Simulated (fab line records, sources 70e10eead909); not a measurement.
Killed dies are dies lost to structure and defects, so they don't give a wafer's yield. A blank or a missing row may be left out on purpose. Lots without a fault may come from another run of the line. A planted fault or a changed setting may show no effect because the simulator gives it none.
Which tool did it? | flow nand_harc | 15 lots, 43 wafers sampled, at 4 steps of a route of 1302

WHAT THE GAUGES READ, wafer by wafer
The record holds no reading of a measuring or inspecting step that can be judged against a usual standard deviation.

WHICH TOOL RAN EACH LOT (tool, then ch and the chambers of the sampled wafers, then the start)
lot  | NHARC_A_CONTACT_ETCH_90            | NHARC_A_CONTACT_ETCH_102           | NHARC_A_CONTACT_STRIP_55                      | NHARC_A_CONTACT_DEP_58
L469 | rie_diel-07 ch 1,2,3, day 21 21:49 | rie_diel-12 ch 0,1,3, day 21 22:19 | rie_diel-12 ch 1,2,3, day 22 04:04 or earlier | pecvd-03 ch 1,2, day 22 04:04
L471 | rie_diel-12 ch 0,1,3, day 22 08:38 | rie_diel-12 ch 0,2,3, day 22 09:10 | rie_diel-12 ch 0,1,2, day 22 13:05 or earlier | pecvd-03 ch 0,1,2, day 22 13:05
L472 | rie_diel-12 ch 0,1,2, day 22 17:09 | rie_diel-04 ch 1,2, day 22 18:05   | rie_diel-04 ch 1,2,3, day 22 22:10 or earlier | pecvd-02 ch 0,2, day 22 22:10
L474 | rie_diel-07 ch 0,3, day 23 04:08   | rie_diel-07 ch 1,2,3, day 23 04:39 | rie_diel-07 ch 0,1,3, day 23 08:34 or earlier | pecvd-01 ch 1,2, day 23 08:34
L473 | rie_diel-12 ch 0,1,3, day 23 15:05 | rie_diel-12 ch 2,3, day 23 15:37   | rie_diel-12 ch 0,1, day 23 19:34 or earlier   | pecvd-01 ch 0,1,2, day 23 19:34
L475 | rie_diel-12 ch 2,3, day 23 18:33   | rie_diel-04 ch 0,2, day 23 19:03   | rie_diel-04 ch 0,3, day 23 23:34 or earlier   | pecvd-01 ch 0,1, day 23 23:34
L476 | rie_diel-12 ch 1,2,3, day 23 18:47 | rie_diel-07 ch 0,2, day 23 19:17   | rie_diel-07 ch 1,2,3, day 24 00:37 or earlier | pecvd-02 ch 0,1, day 24 00:37
L478 | rie_diel-12 ch 2,3, day 25 21:37   | rie_diel-12 ch 2,3, day 25 23:05   | rie_diel-12 ch 0,1,3, day 26 04:14 or earlier | pecvd-01 ch 0,2, day 26 04:14
L479 | rie_diel-07 ch 0,1,2, day 26 01:30 | rie_diel-07 ch 0,2,3, day 26 02:01 | rie_diel-07 ch 0,2,3, day 26 06:37 or earlier | pecvd-02 ch 1,2, day 26 06:37
L477 | rie_diel-12 ch 0,2,3, day 26 02:14 | rie_diel-04 ch 0,1,3, day 26 02:52 | rie_diel-04 ch 0,1, day 26 07:19 or earlier   | pecvd-03 ch 0,1,2, day 26 07:19
L480 | rie_diel-12 ch 0,2,3, day 26 06:40 | rie_diel-12 ch 0,1,3, day 26 07:10 | rie_diel-12 ch 0,1,3, day 26 11:04 or earlier | pecvd-01 ch 1,2, day 26 11:04
L487 | rie_diel-04 ch 3, day 29 13:49     | rie_diel-12 ch 0,2, day 29 14:22   | rie_diel-12 ch 0,1, day 29 18:44 or earlier   | pecvd-03 ch 0,2, day 29 18:44
L491 | rie_diel-04 ch 2,3, day 30 05:44   | rie_diel-04 ch 1,3, day 30 06:20   | rie_diel-04 ch 0,1,2, day 30 10:20 or earlier | pecvd-01 ch 0,2, day 30 10:20
L489 | rie_diel-12 ch 0,1, day 30 06:15   | rie_diel-12 ch 1,2, day 30 06:46   | rie_diel-12 ch 1,3, day 30 10:43 or earlier   | pecvd-02 ch 0,1, day 30 10:43
L488 | rie_diel-07 ch 1,2,3, day 30 20:44 | rie_diel-12 ch 0,1,3, day 30 21:26 | rie_diel-12 ch 0,2,3, day 31 05:01 or earlier | pecvd-02 ch 0,1,2, day 31 05:01
- NHARC_A_CONTACT_ETCH_90: etches the open film in CH3F/O2, target depth 40 nm, time 85.7 s.
- NHARC_A_CONTACT_ETCH_102: etches the open film in CF4/O2, target depth 100 nm, overetch 10 nm, time 55 s.
- NHARC_A_CONTACT_STRIP_55: strips in O2.
- NHARC_A_CONTACT_DEP_58: deposits SiON, target thk 90 nm.

WHAT THE TOOLS THEMSELVES READ (means of the sampled wafers that have a number; where no wafer has one, the mark that the record gives instead)
NHARC_A_CONTACT_ETCH_90. Usual: drypump_motor_current_A 5.8 A, standard deviation 0.41; o2_flow_sccm 29.99 sccm, standard deviation 0.1; oes_product_au 0.96 a.u., standard deviation 0.035; rf_vpp_V 243.8 V, standard deviation 1.3; showerhead_plenum_p_Torr 2.41 Torr, standard deviation 0.079; throttle_valve_pct 20.664 %, standard deviation 0.0089.
lot  | tool        | drypump_motor_current_A (A) | o2_flow_sccm (sccm) | oes_product_au (a.u.) | rf_vpp_V (V) | showerhead_plenum_p_Torr (Torr) | throttle_valve_pct (%) | flag
L469 | rie_diel-07 | 5.9                         | 29.94               | 1.01                  | 245.0        | 2.48                            | 20.673                 |
L471 | rie_diel-12 | 6.0                         | 29.98               | 1.00                  | 243.6        | 2.42                            | 20.655                 |
L472 | rie_diel-12 | 5.7                         | 30.02               | 1.00                  | 244.4        | 2.46                            | 20.660                 |
L474 | rie_diel-07 | 6.0                         | 30.00               | 0.99                  | 243.9        | 2.42                            | 20.660                 |
L473 | rie_diel-12 | 6.0                         | 30.06               | 0.93                  | 243.7        | 2.41                            | 20.665                 |
L475 | rie_diel-12 | 5.4                         | 30.04               | 0.93                  | 242.7        | 2.38                            | 20.669                 |
L476 | rie_diel-12 | 5.8                         | 30.05               | 1.00                  | 243.1        | 2.40                            | 20.672                 |
L478 | rie_diel-12 | 5.6                         | 30.07               | 0.92                  | 243.8        | 2.34                            | 20.656                 |
L479 | rie_diel-07 | 6.2                         | 30.10               | 0.93                  | 244.0        | 2.43                            | 20.659                 |
L477 | rie_diel-12 | 5.6                         | 30.07               | 0.92                  | 243.9        | 2.40                            | 20.656                 |
L480 | rie_diel-12 | 5.6                         | 30.00               | 0.93                  | 243.0        | 2.40                            | 20.663                 |
L487 | rie_diel-04 | 6.2                         | 30.05               | 0.93                  | 242.0        | 2.28                            | 20.669                 |
L491 | rie_diel-04 | 5.9                         | 29.96               | 0.92                  | 242.2        | 2.29                            | 20.670                 |
L489 | rie_diel-12 | 6.0                         | 29.86               | 1.00                  | 245.4        | 2.47                            | 20.665                 |
L488 | rie_diel-07 | 5.9                         | 30.06               | 1.00                  | 244.4        | 2.45                            | 20.663                 |

NHARC_A_CONTACT_ETCH_102. Usual: drypump_motor_current_A 5.8 A, standard deviation 0.42; o2_flow_sccm 20.00 sccm, standard deviation 0.065; oes_o_777_au 1.000 a.u., standard deviation 0.005; oes_product_au 0.999 a.u., standard deviation 0.0075; rf_vpp_V 197.1 V, standard deviation 1.1; showerhead_plenum_p_Torr 1.31 Torr, standard deviation 0.039; throttle_valve_pct 13.396 %, standard deviation 0.0094.
lot  | tool        | drypump_motor_current_A (A) | o2_flow_sccm (sccm) | oes_o_777_au (a.u.) | oes_product_au (a.u.) | rf_vpp_V (V) | showerhead_plenum_p_Torr (Torr) | throttle_valve_pct (%) | flag
L469 | rie_diel-12 | 6.0                         | 19.95               | 1.001               | 0.994                 | 198.0        | 1.31                            | 13.404                 |
L471 | rie_diel-12 | 5.6                         | 19.98               | 0.997               | 0.992                 | 197.5        | 1.30                            | 13.395                 |
L472 | rie_diel-04 | 5.6                         | 19.95               | 0.999               | 1.000                 | 197.3        | 1.31                            | 13.397                 |
L474 | rie_diel-07 | 5.9                         | 19.97               | 0.996               | 1.005                 | 198.7        | 1.34                            | 13.385                 |
L473 | rie_diel-12 | 5.6                         | 20.07               | 1.000               | 1.004                 | 196.5        | 1.27                            | 13.400                 |
L475 | rie_diel-04 | 5.4                         | 20.01               | 1.002               | 1.001                 | 197.2        | 1.28                            | 13.399                 |
L476 | rie_diel-07 | 6.5                         | 20.02               | 1.005               | 1.008                 | 198.1        | 1.33                            | 13.400                 |
L478 | rie_diel-12 | 5.6                         | 19.92               | 0.997               | 0.995                 | 196.0        | 1.27                            | 13.387                 |
L479 | rie_diel-07 | 6.1                         | 20.03               | 1.000               | 1.007                 | 197.2        | 1.32                            | 13.392                 |
L477 | rie_diel-04 | 5.8                         | 20.00               | 0.995               | 0.998                 | 196.8        | 1.29                            | 13.400                 |
L480 | rie_diel-12 | 6.0                         | 19.98               | 0.998               | 1.005                 | 197.0        | 1.31                            | 13.404                 |
L487 | rie_diel-12 | 5.5                         | 19.96               | 1.005               | 0.961                 | 196.9        | 1.33                            | 13.397                 | OFF
L491 | rie_diel-04 | 6.0                         | 20.06               | 0.998               | 1.003                 | 196.6        | 1.26                            | 13.397                 |
L489 | rie_diel-12 | 5.7                         | 19.95               | 1.002               | 0.970                 | 196.3        | 1.33                            | 13.393                 | OFF
L488 | rie_diel-12 | 5.9                         | 20.02               | 1.005               | 0.975                 | 197.5        | 1.31                            | 13.396                 | OFF

NHARC_A_CONTACT_STRIP_55. Usual: drypump_motor_current_A 5.8 A, standard deviation 0.43; o2_flow_sccm 500.0 sccm, standard deviation 1.5; oes_product_au 1.000 a.u., standard deviation 0.0075; rf_vpp_V 57.6 V, standard deviation 0.83; showerhead_plenum_p_Torr 3.46 Torr, standard deviation 0.1; throttle_valve_pct 17.037 %, standard deviation 0.0089.
lot  | tool        | drypump_motor_current_A (A) | o2_flow_sccm (sccm) | oes_product_au (a.u.) | rf_vpp_V (V) | showerhead_plenum_p_Torr (Torr) | throttle_valve_pct (%) | flag
L469 | rie_diel-12 | 5.8                         | 498.8               | 0.999                 | 57.6         | 3.44                            | 17.032                 |
L471 | rie_diel-12 | 5.8                         | 500.1               | 0.997                 | 58.1         | 3.54                            | 17.036                 |
L472 | rie_diel-04 | 5.7                         | 499.9               | 0.996                 | 56.9         | 3.39                            | 17.043                 |
L474 | rie_diel-07 | 5.8                         | 498.8               | 1.009                 | 58.7         | 3.50                            | 17.040                 |
L473 | rie_diel-12 | 6.0                         | 500.6               | 1.004                 | 58.4         | 3.56                            | 17.031                 |
L475 | rie_diel-04 | 5.7                         | 499.4               | 0.995                 | 57.9         | 3.38                            | 17.031                 |
L476 | rie_diel-07 | 5.9                         | 500.9               | 1.006                 | 57.8         | 3.55                            | 17.036                 |
L478 | rie_diel-12 | 5.9                         | 500.3               | 0.997                 | 57.4         | 3.47                            | 17.032                 |
L479 | rie_diel-07 | 6.1                         | 500.5               | 1.010                 | 57.1         | 3.50                            | 17.034                 |
L477 | rie_diel-04 | 5.6                         | 500.3               | 1.007                 | 57.4         | 3.44                            | 17.038                 |
L480 | rie_diel-12 | 5.9                         | 500.1               | 1.002                 | 57.7         | 3.46                            | 17.037                 |
L487 | rie_diel-12 | 6.0                         | 500.2               | 1.000                 | 57.5         | 3.54                            | 17.035                 |
L491 | rie_diel-04 | 5.5                         | 500.0               | 1.003                 | 57.1         | 3.40                            | 17.033                 |
L489 | rie_diel-12 | 6.0                         | 498.9               | 0.994                 | 57.4         | 3.40                            | 17.038                 |
L488 | rie_diel-12 | 5.6                         | 500.2               | 1.002                 | 57.4         | 3.44                            | 17.035                 |

NHARC_A_CONTACT_DEP_58. Usual: heater_power_w 748 W, standard deviation 72.
lot  | tool     | heater_power_w (W) | flag
L469 | pecvd-03 | 720                |
L471 | pecvd-03 | 776                |
L472 | pecvd-02 | 654                |
L474 | pecvd-01 | 804                |
L473 | pecvd-01 | 809                |
L475 | pecvd-01 | 806                |
L476 | pecvd-02 | 666                |
L478 | pecvd-01 | 869                |
L479 | pecvd-02 | 689                |
L477 | pecvd-03 | 782                |
L480 | pecvd-01 | 785                |
L487 | pecvd-03 | 787                |
L491 | pecvd-01 | 841                |
L489 | pecvd-02 | 652                |
L488 | pecvd-02 | 722                |

THE ANSWER, worked out from the rows above alone
Rule: a lot is off if the mean of its wafers that have a number lies more than 3 standard deviations from the usual mean. A lot without any number at a reading at which 4 lots or more have one is off too. The other lots that the step has rows for count as sound. The gauges are gone through in route order, then the tools' own readings, and for those a lot's mean is taken as printed above. The first step at which some lot is off is used, and at that step the reading that is off furthest; a lot without a number counts as furthest.
Off: L487, L489, L488, at NHARC_A_CONTACT_ETCH_102 (oes_product_au).
A tool fits if, at that step or a process step before it, it ran every lot that is off, and no sound lot after the first of them. One fits: rie_diel-12 at NHARC_A_CONTACT_ETCH_102. Its last sound lot is L480 (day 26 07:10), its first lot that is off L487 (day 29 14:22): a fault that began between those two fits.
The tool's own readings at NHARC_A_CONTACT_ETCH_102 bear it out: on the lots that are off they differ by more than 5 times the standard deviation of the sound lots' means. oes_product_au reads 0.969 a.u. there against 1.001 a.u. on the sound lots.

WHAT THE SIMULATOR HAD PUT IN
Process parameter drift: rie_diel-12, from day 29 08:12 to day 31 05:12, at NHARC_A_CONTACT_ETCH_102. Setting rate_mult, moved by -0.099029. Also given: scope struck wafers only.
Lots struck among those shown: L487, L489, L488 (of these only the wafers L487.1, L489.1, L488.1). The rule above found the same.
